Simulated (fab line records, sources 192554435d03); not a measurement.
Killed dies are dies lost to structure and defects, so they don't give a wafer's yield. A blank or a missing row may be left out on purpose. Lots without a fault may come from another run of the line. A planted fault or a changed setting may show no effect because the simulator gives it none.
Which tool did it? | flow n5_finfet | 9 lots, 27 wafers sampled, at 5 steps of a route of 1938

WHAT THE GAUGES READ, wafer by wafer
N5_ZERO_LAYER_INSPECT_20: inspects for defects (darkfield). Usual: raw_defect_count 36, standard deviation 15.
lot  | measured    | on                | raw_defect_count | flag
L463 | day 1 13:31 | defect_inspect-02 | 25 60 21         |
L468 | day 2 19:16 | defect_inspect-02 | 47 31 38         |
L470 | day 3 07:23 | defect_inspect-02 | 25 49 86         |
L471 | day 3 13:15 | defect_inspect-02 | 21 27 38         |
L476 | day 4 19:34 | defect_inspect-01 | 19 43 30         |
L480 | day 5 19:18 | defect_inspect-02 | 31 34 46         |
L481 | day 6 01:29 | defect_inspect-02 | 36 24 29         |
L483 | day 6 13:17 | defect_inspect-02 | 61 39 84         |
L486 | day 7 08:59 | defect_inspect-01 | 36 30 33         |

N5_PMOS_HMC_CHANNEL_EPI_INSPECT_11: inspects for defects (macro). Usual: raw_defect_count 2.0, standard deviation 1.4.
lot  | measured    | on                | raw_defect_count | flag
L463 | day 1 17:41 | defect_inspect-01 | 0 0 2            |
L468 | day 2 23:22 | defect_inspect-01 | 2 0 2            |
L470 | day 3 11:08 | defect_inspect-02 | 2 0 4            |
L471 | day 3 17:02 | defect_inspect-01 | 1 0 2            |
L476 | day 4 23:44 | defect_inspect-02 | 2 2 2            |
L480 | day 5 23:32 | defect_inspect-01 | 4 1 1            |
L481 | day 6 05:22 | defect_inspect-01 | 3 4 1            |
L483 | day 6 17:56 | defect_inspect-01 | 2 0 2            |
L486 | day 7 13:17 | defect_inspect-01 | 4 2 1            |

N5_BEOL_M4_RC_MEAS_101. Usual: CJ_N 4.32, standard deviation 0.079; CJ_P 5.82, standard deviation 0.2; DIBL_N 35.9 mV/V, standard deviation 1.8; DIBL_P 36.2 mV/V, standard deviation 2; IOFF_N 0.16 nA/um, standard deviation 0.031; IOFF_N_LONG 5.57e-05 nA/um, standard deviation 2.3e-06; IOFF_P 0.22 nA/um, standard deviation 0.041; IOFF_P_LONG 0.000107 nA/um, standard deviation 1e-05; ION_N 676 uA/um, standard deviation 11; ION_P 465 uA/um, standard deviation 8.5; RS_NWELL 1034 ohm/sq, standard deviation 6.6; RS_PWELL 3010 ohm/sq, standard deviation 22; SS_N 71.4 mV/dec, standard deviation 0.64; SS_P 73.2 mV/dec, standard deviation 0.7; VT_N 250 mV, standard deviation 3.5; VT_N_LONG 274.9 mV, standard deviation 1.6; VT_N_LVT 98 mV, standard deviation 3.6; VT_P -250 mV, standard deviation 3.9.
lot  | measured     | on        | CJ_N           | CJ_P           | DIBL_N (mV/V)  | DIBL_P (mV/V)  | IOFF_N (nA/um) | IOFF_N_LONG (nA/um)        | IOFF_P (nA/um) | IOFF_P_LONG (nA/um)        | ION_N (uA/um) | ION_P (uA/um) | RS_NWELL (ohm/sq) | RS_PWELL (ohm/sq) | SS_N (mV/dec)  | SS_P (mV/dec)  | VT_N (mV)   | VT_N_LONG (mV)    | VT_N_LVT (mV) | VT_P (mV)      | flag
L463 | day 8 04:23  | prober-01 | 4.27 4.29 4.25 | 5.97 5.54 5.72 | 35.4 36.9 35.3 | 35.3 37.8 34.9 | 0.13 0.17 0.14 | 5.57e-05 5.67e-05 5.67e-05 | 0.22 0.29 0.23 | 0.000128 0.000122 0.000123 | 672 694 674   | 466 484 476   | 1038 1028 1034    | 3006 2973 2976    | 71.4 71.1 70.7 | 72.4 73.3 73.0 | 255 249 252 | 275.2 273.3 276.0 | 105 99 102    | -249 -244 -246 |
L468 | day 9 22:53  | prober-02 | 4.29 4.27 4.28 | 5.77 6.16 5.86 | 35.2 36.6 34.1 | 35.6 37.7 34.7 | 0.13 0.16 0.12 | 5.04e-05 5.07e-05 5.08e-05 | 0.18 0.22 0.16 | 9e-05 9.7e-05 9.2e-05      | 658 671 672   | 448 462 462   | 1034 1043 1043    | 3008 2987 2982    | 72.0 72.2 71.5 | 73.5 73.9 73.3 | 252 248 252 | 274.6 277.5 275.5 | 100 98 102    | -258 -254 -255 |
L470 | day 9 22:11  | prober-01 | 3.24 3.21 3.25 | 4.67 4.61 4.70 | 35.7 38.0 39.1 | 32.6 35.7 35.1 | 0.11 0.14 0.17 | 7.82e-05 7.79e-05 7.78e-05 | 0.17 0.22 0.21 | 0.000147 0.000147 0.000147 | 609 617 613   | 451 448 442   | 1001 1004 1004    | 2547 2566 2554    | 72.6 72.6 74.4 | 72.5 73.8 72.7 | 263 258 259 | 294.8 294.8 296.3 | 113 108 109   | -252 -249 -249 | OFF
L471 | day 10 15:37 | prober-01 | 3.23 3.22 3.23 | 4.81 4.77 4.76 | 35.4 36.9 35.7 | 37.1 37.8 37.7 | 0.11 0.14 0.12 | 7.35e-05 7.37e-05 7.4e-05  | 0.19 0.21 0.21 | 0.00014 0.000138 0.000138  | 621 617 611   | 449 449 451   | 1001 993 998      | 2549 2540 2552    | 71.5 72.9 71.9 | 73.0 73.2 73.6 | 260 261 260 | 293.3 295.5 295.8 | 110 108 110   | -251 -251 -251 | OFF
L476 | day 11 12:02 | prober-01 | 4.27 4.37 4.26 | 5.51 5.94 5.48 | 34.1 33.9 32.4 | 35.4 34.9 33.7 | 0.15 0.13 0.12 | 5.56e-05 5.58e-05 5.54e-05 | 0.19 0.18 0.16 | 0.000102 0.000109 0.000103 | 672 663 674   | 461 459 463   | 1032 1031 1030    | 3008 3027 3020    | 70.4 71.3 70.7 | 73.0 72.6 72.8 | 250 251 251 | 274.4 274.5 274.1 | 98 101 101    | -252 -253 -255 |
L480 | day 12 05:52 | prober-01 | 4.42 4.35 4.46 | 5.78 5.27 5.56 | 37.3 36.9 38.6 | 38.5 37.9 39.0 | 0.21 0.20 0.22 | 5.81e-05 5.83e-05 5.87e-05 | 0.24 0.23 0.24 | 0.0001 9.4e-05 9.8e-05     | 689 689 691   | 464 468 463   | 1034 1028 1030    | 3029 3024 3008    | 72.4 71.9 71.9 | 74.3 74.2 74.4 | 245 244 246 | 272.9 274.5 273.9 | 91 92 92      | -249 -251 -250 |
L481 | day 12 20:40 | prober-02 | 4.30 4.29 4.38 | 5.91 5.85 6.08 | 36.1 42.1 37.3 | 35.7 43.3 37.6 | 0.13 0.29 0.16 | 5.53e-05 5.33e-05 5.52e-05 | 0.20 0.37 0.25 | 0.000111 0.000113 0.000117 | 661 712 677   | 461 481 469   | 1021 1027 1030    | 2975 3018 2997    | 70.1 71.9 70.5 | 73.6 74.9 74.3 | 252 239 250 | 275.1 276.8 277.2 | 101 88 98     | -250 -239 -246 |
L483 | day 13 04:31 | prober-01 | 4.38 4.38 4.36 | 5.44 5.40 5.99 | 36.6 37.2 38.2 | 37.1 37.5 39.3 | 0.16 0.16 0.21 | 5.75e-05 5.64e-05 5.77e-05 | 0.25 0.26 0.30 | 0.000108 0.000105 0.000115 | 684 673 702   | 476 470 484   | 1027 1025 1024    | 3022 3031 3027    | 71.8 71.3 71.5 | 72.6 73.7 73.6 | 248 251 244 | 276.5 277.3 274.7 | 98 98 94      | -247 -247 -246 |
L486 | day 14 09:07 | prober-02 | 4.28 4.29 4.33 | 5.81 6.11 5.95 | 35.7 35.4 35.6 | 35.5 35.8 36.1 | 0.13 0.13 0.14 | 5.25e-05 5.19e-05 5.25e-05 | 0.15 0.15 0.15 | 8.8e-05 9.3e-05 9.2e-05    | 676 678 675   | 456 464 452   | 1035 1031 1041    | 3013 3011 2982    | 70.6 70.6 71.2 | 73.4 72.5 73.0 | 250 254 249 | 274.8 275.9 276.1 | 99 100 100    | -258 -259 -256 |

WHICH TOOL RAN EACH LOT (tool, then ch and the chambers of the sampled wafers, then the start)
lot  | N5_ZERO_LAYER_ETCH_17             | N5_WELL_APT_RTA_34
L463 | rie_diel-04 ch 1,2,3, day 1 12:58 | rtp_anneal-01 ch 0, day 1 16:20
L468 | rie_diel-06 ch 0,3, day 2 18:43   | rtp_anneal-01 ch 0, day 2 21:49
L470 | rie_diel-04 ch 0,3, day 3 06:50   | rtp_anneal-01, day 3 09:47
L471 | rie_diel-01 ch 0,1, day 3 12:43   | rtp_anneal-01, day 3 15:41
L476 | rie_diel-04 ch 1,3, day 4 19:02   | rtp_anneal-01 ch 0, day 4 22:22
L480 | rie_diel-06 ch 0,2, day 5 18:46   | rtp_anneal-01 ch 0, day 5 21:49
L481 | rie_diel-04 ch 1,3, day 6 00:56   | rtp_anneal-01 ch 0, day 6 03:59
L483 | rie_diel-04 ch 0,2,3, day 6 12:46 | rtp_anneal-01 ch 0, day 6 16:41
L486 | rie_diel-06 ch 1,2,3, day 7 08:26 | rtp_anneal-02 ch 0, day 7 11:34
- N5_ZERO_LAYER_ETCH_17: etches SiO2 in CF4, target depth 12 nm, time 13.3 s.
- N5_WELL_APT_RTA_34: time 10 s.

WHAT THE TOOLS THEMSELVES READ (means of the sampled wafers that have a number; where no wafer has one, the mark that the record gives instead)
N5_ZERO_LAYER_ETCH_17. Usual: drypump_motor_current_A 5.7 A, standard deviation 0.41; oes_product_au 0.77 a.u., standard deviation 0.064; rf_fwd_power_W 446.4 W, standard deviation 1.8; rf_vpp_V 950 V, standard deviation 5.2; showerhead_plenum_p_Torr 2.16 Torr, standard deviation 0.08; throttle_valve_pct 15.72 %, standard deviation 0.18.
lot  | tool        | drypump_motor_current_A (A) | oes_product_au (a.u.) | rf_fwd_power_W (W) | rf_vpp_V (V) | showerhead_plenum_p_Torr (Torr) | throttle_valve_pct (%) | flag
L463 | rie_diel-04 | 5.8                         | 0.81                  | 447.4              | 952          | 2.21                            | 15.69                  |
L468 | rie_diel-06 | 5.8                         | 0.76                  | 447.1              | 952          | 2.19                            | 15.76                  |
L470 | rie_diel-04 | 5.8                         | 0.74                  | 445.6              | 953          | 2.22                            | 15.69                  |
L471 | rie_diel-01 | 6.3                         | 0.76                  | 446.0              | 947          | 2.12                            | 15.84                  |
L476 | rie_diel-04 | 5.6                         | 0.72                  | 448.1              | 953          | 2.21                            | 15.92                  |
L480 | rie_diel-06 | 5.1                         | 0.71                  | 444.8              | 946          | 2.09                            | 15.89                  |
L481 | rie_diel-04 | 5.6                         | 0.72                  | 447.9              | 952          | 2.21                            | 15.94                  |
L483 | rie_diel-04 | 5.7                         | 0.78                  | 447.6              | 954          | 2.21                            | 15.64                  |
L486 | rie_diel-06 | 5.5                         | 0.84                  | 446.5              | 947          | 2.13                            | 15.59                  |

N5_WELL_APT_RTA_34. Usual: anneal_temp_c_max 1005.2, standard deviation 1; lamp_power_pct 13.01 %, standard deviation 0.055; lamp_zone_5_pct 12.999 %, standard deviation 0.026; lamp_zone_7_pct 13.42 %, standard deviation 0.031; wafer_temp_C_max 1003.5, standard deviation 1.
lot  | tool          | anneal_temp_c_max | lamp_power_pct (%) | lamp_zone_5_pct (%) | lamp_zone_7_pct (%) | wafer_temp_C_max | flag
L463 | rtp_anneal-01 | 1006.1            | 13.03              | 12.999              | 13.44               | 1003.9           |
L468 | rtp_anneal-01 | 1005.8            | 13.00              | 13.009              | 13.43               | 1004.3           |
L470 | rtp_anneal-01 | -                 | -                  | -                   | -                   | -                | OFF
L471 | rtp_anneal-01 | -                 | -                  | -                   | -                   | -                | OFF
L476 | rtp_anneal-01 | 1004.7            | 13.04              | 12.982              | 13.40               | 1003.0           |
L480 | rtp_anneal-01 | 1006.2            | 13.02              | 13.007              | 13.44               | 1004.0           |
L481 | rtp_anneal-01 | 1006.5            | 13.07              | 13.008              | 13.43               | 1004.5           |
L483 | rtp_anneal-01 | 1006.0            | 12.98              | 12.987              | 13.43               | 1004.3           |
L486 | rtp_anneal-02 | 1004.8            | 12.99              | 13.022              | 13.42               | 1003.7           |

THE ANSWER, worked out from the rows above alone
Rule: a lot is off if the mean of its wafers that have a number lies more than 3 standard deviations from the usual mean. A lot without any number at a reading at which 4 lots or more have one is off too. The other lots that the step has rows for count as sound. The gauges are gone through in route order, then the tools' own readings, and for those a lot's mean is taken as printed above. The first step at which some lot is off is used, and at that step the reading that is off furthest; a lot without a number counts as furthest.
Off: L470, L471, at N5_BEOL_M4_RC_MEAS_101 (RS_PWELL).
A tool fits if, at a process step before that reading, it ran every lot that is off, and no sound lot after the first of them. The gauges at N5_BEOL_M4_RC_MEAS_101 aren't tried: what is off there is off at N5_WELL_APT_RTA_34 too, on other tools, and a gauge's error can't cause that. None of those tried fits.

WHAT THE SIMULATOR HAD PUT IN
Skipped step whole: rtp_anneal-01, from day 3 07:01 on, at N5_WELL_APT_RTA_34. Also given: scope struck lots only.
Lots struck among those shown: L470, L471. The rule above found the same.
